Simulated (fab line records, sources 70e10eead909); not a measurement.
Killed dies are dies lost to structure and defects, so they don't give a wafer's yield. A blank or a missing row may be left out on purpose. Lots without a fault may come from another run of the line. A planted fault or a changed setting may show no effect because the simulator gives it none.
A struck lot beside a sound one | flow nand_harc | 15 steps out of a route of 1302
Sound: wafers L879.4, L879.5, L879.6. Struck: wafers L877.1, L877.3, L877.5. The cause comes at the end.
At each step with rows: each side's tool, then ch and its chambers, then its first start. Under that, the readings that differ: sound wafers | struck wafers | difference of the means | sigmas: that difference in standard deviations of wafers without a fault.
alike: readings whose means differ by less than 2 such deviations, and words and numbers that are the same on both sides. not compared: withheld readings, readings that some wafer has no value for, bounds like >300 that may hide the same value, and numbers for which the record gives no deviation and whose values overlap.
The two part at a step that has a row with sigmas, a row that says differs or no value, or rows on one side only. Numbers that don't overlap but have no deviation are shown without sigmas and don't part them. A reading that every wafer of one side lacks parts them only if that side has two wafers or more.

first, 4 steps without rows for these wafers: NHARC_A_BLC_EBR_06; NHARC_A_BLC_EXPOSE_07 (exposes mask A BLC, target cd 100 nm); NHARC_A_BLC_PEB_08 (peb time 65 s); NHARC_A_BLC_DEVELOP_09 (develop time 35 s).
NHARC_A_BLC_CD_MEAS_10: target cd 100 nm.
  sound on cd_sem-03 ch 0, day 26 13:26; struck on cd_sem-01 ch 0, day 25 07:18
  alike: cd_nm
NHARC_A_BLC_OVL_MEAS_11:
  sound on overlay-01, day 26 13:31; struck on overlay-02, day 25 07:23
  alike: overlay_x_nm, overlay_y_nm
NHARC_A_BLC_INSPECT_12:
  sound on defect_inspect-01, day 26 13:34; struck on defect_inspect-02, day 25 07:26
  alike: raw_defect_count
NHARC_A_BLC_DESCUM_15: chemistry O2, time 3 s.
  sound on rie_diel-09 ch 0,1,2, day 26 13:38; struck on rie_diel-03 ch 0,1,2, day 25 07:29
  alike: drypump_motor_current_A, oes_product_au, rf_vpp_V, showerhead_plenum_p_Torr, throttle_valve_pct
  not compared: rf_hours_counter_h
NHARC_A_BLC_ETCH_16: etches the open film in CF4, target depth 39 nm, time 65 s.
  sound on rie_diel-09 ch 1,2,3, day 26 13:43; struck on rie_diel-03 ch 0,1,2, day 25 07:35
  alike: drypump_motor_current_A, oes_product_au, rf_vpp_V, showerhead_plenum_p_Torr, throttle_valve_pct
  not compared: rf_hours_counter_h
NHARC_A_BLC_ETCH_17: etches the open film in N2/H2, target depth 390 nm, time 609.38 s.
  sound on rie_diel-09 ch 1,2; struck on rie_diel-03 ch 0,2,3
  alike: drypump_motor_current_A, oes_product_au, rf_vpp_V, showerhead_plenum_p_Torr, throttle_valve_pct
  not compared: rf_hours_counter_h
NHARC_A_BLC_ETCH_18: etches the open film in C4F8/O2/Ar, target depth 910 nm.
  sound on rie_diel-09 ch 0,2,3; struck on rie_diel-03 ch 1,2
  alike: oes_product_au, rf_vpp_V
  not compared: rf_hours_counter_h
NHARC_A_BLC_CD_MEAS_19:
  sound on cd_sem-02, day 26 14:35; struck on cd_sem-01, day 25 08:28
  alike: cd_nm
NHARC_A_BLC_STRIP_29: strips in CF4.
  sound on rie_diel-03 ch 0,2,3, day 26 14:41; struck on rie_diel-03 ch 0,1,2, day 25 08:32
  no value came back on the struck wafers for any of 7 readings (bias_w (W), cf4_flow_sccm (sccm) and others); on the sound wafers bias_w (W) reads 0 0 0
  not compared: rf_hours_counter_h
NHARC_A_BLC_STRIP_21: strips in O2.
  sound on rie_diel-03 ch 0,2,3, day 26 14:47; struck on rie_diel-03 ch 1,2,3, day 25 08:40
  alike: chamber_pressure_mTorr, drypump_motor_current_A, oes_product_au, rf_vpp_V, showerhead_plenum_p_Torr, throttle_valve_pct
  not compared: rf_hours_counter_h
-- the record jumps here: 2 days lie between the struck wafers' starts before and after (it left off in module A_BLC and takes up again in module END, whose first step shown is number 1302 of the route) --
NHARC_END_SORT_01:
  sound on prober-02 ch 0, day 28 19:54; struck on prober-02 ch 0, day 27 19:35
  alike: killed_at_array, killed_at_other, killed_at_periphery, killed_dies, killed_open, killed_short

WHERE THEY PART
Only at NHARC_A_BLC_STRIP_29, within this record. Later steps at which nothing parts them and some readings are alike: NHARC_A_BLC_STRIP_21, NHARC_END_SORT_01.

WHY: what the simulator had put in
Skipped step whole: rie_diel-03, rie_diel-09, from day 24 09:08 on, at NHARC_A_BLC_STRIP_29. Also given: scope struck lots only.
